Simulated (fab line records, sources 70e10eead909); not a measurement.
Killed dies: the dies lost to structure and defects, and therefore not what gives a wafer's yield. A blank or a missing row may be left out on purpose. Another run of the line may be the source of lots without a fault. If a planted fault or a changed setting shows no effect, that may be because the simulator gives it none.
A single fault, viewed from 2 desks :: flow nand-harc :: each desk has only its own numbers; what lay behind them comes last

## FOR THE TOOL OWNER'S DESK: krf-scanner-03
The tool's own readings at NHARC_P_GATE_EXPOSE_56 (exposes mask P PSD, target cd 720 nm): means of the sampled wafers that have a number, for each lot that ran on this tool. If a lot's mean is further than 4 standard deviations from the usual mean, the lot is out of limits and carries the mark OUT (the distance appears in the brackets).
Columns: A = exposure-dose-mJ-cm2 at NHARC_P_GATE_EXPOSE_56, usual 14.811; B = stage-vel-mm-s at NHARC_P_GATE_EXPOSE_56, usual 499.93 mm/s
lot: L693
first seen here: day 5 11:16
A: 14.801
B: 499.93

lot: L696
first seen here: day 7 02:01
A: 14.822
B: 500.10

lot: L698
first seen here: day 7 20:50
A: 14.794
B: 499.69

lot: L707
first seen here: day 11 16:13
A: 14.804
B: 499.79

lot: L711
first seen here: day 12 22:41
A: 15.719 (+65) OUT
B: 500.06

lot: L716
first seen here: day 15 02:58
A: 15.715 (+65) OUT
B: 499.83
Finding of this desk: L711, L716 out of limits; the first was L711 at day 12 22:41, on exposure-dose-mJ-cm2 at NHARC_P_GATE_EXPOSE_56. L693, L696, L698, L707: within limits.

## AT THE METROLOGY DESK
Lot by lot, what the gauges showed, no matter which tool ran the lot: averages of those sampled wafers that carry a number. If a lot's mean is further than 4 standard deviations from the usual mean, the lot is out of limits and carries the mark OUT (the distance appears in the brackets).
Columns: A = cd-nm at NHARC_P_GATE_CD_MEAS_59, usual 719.8 nm
lot: L693
first seen here: day 5 11:25
A: 720.8

lot: L694
first seen here: day 5 23:22
A: 718.3

lot: L696
first seen here: day 7 02:10
A: 718.3

lot: L698
first seen here: day 7 20:59
A: 722.3

lot: L699
first seen here: day 8 08:16
A: 720.2

lot: L700
first seen here: day 8 09:06
A: 716.9

lot: L701
first seen here: day 9 05:14
A: 720.7

lot: L707
first seen here: day 11 16:22
A: 721.6

lot: L708
first seen here: day 11 23:31
A: 721.2

lot: L711
first seen here: day 12 22:50
A: 727.9

lot: L716
first seen here: day 15 03:07
A: 731.1 (+4.7) OUT
Finding of this desk: L716 out of limits; the first was L716 at day 15 03:07, on cd-nm at NHARC_P_GATE_CD_MEAS_59. L693, L694, L696, L698, L699, L700, L701, L707, L708, L711: within limits.

## PUT TOGETHER
An alarm could have come from the tool owner's desk at day 12 22:41, on L711, L716.
The metrology desk could have raised an alarm at day 15 03:07, on L716.
The metrology desk has L711 on record, within its limits.
Of the lots named, all ran NHARC_P_GATE_EXPOSE_56 on krf-scanner-03.

## WHAT THE SIMULATOR HAD PUT IN
Drift in process parameters on krf-scanner-03 at NHARC_P_GATE_EXPOSE_56, starting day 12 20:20. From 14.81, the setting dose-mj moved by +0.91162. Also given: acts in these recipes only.
Lots struck among those shown: L711, L716.
Delay (hours) between the fault's onset and each desk's first out-of-limits reading: 2 at the tool owner's desk, 55 at the metrology desk.
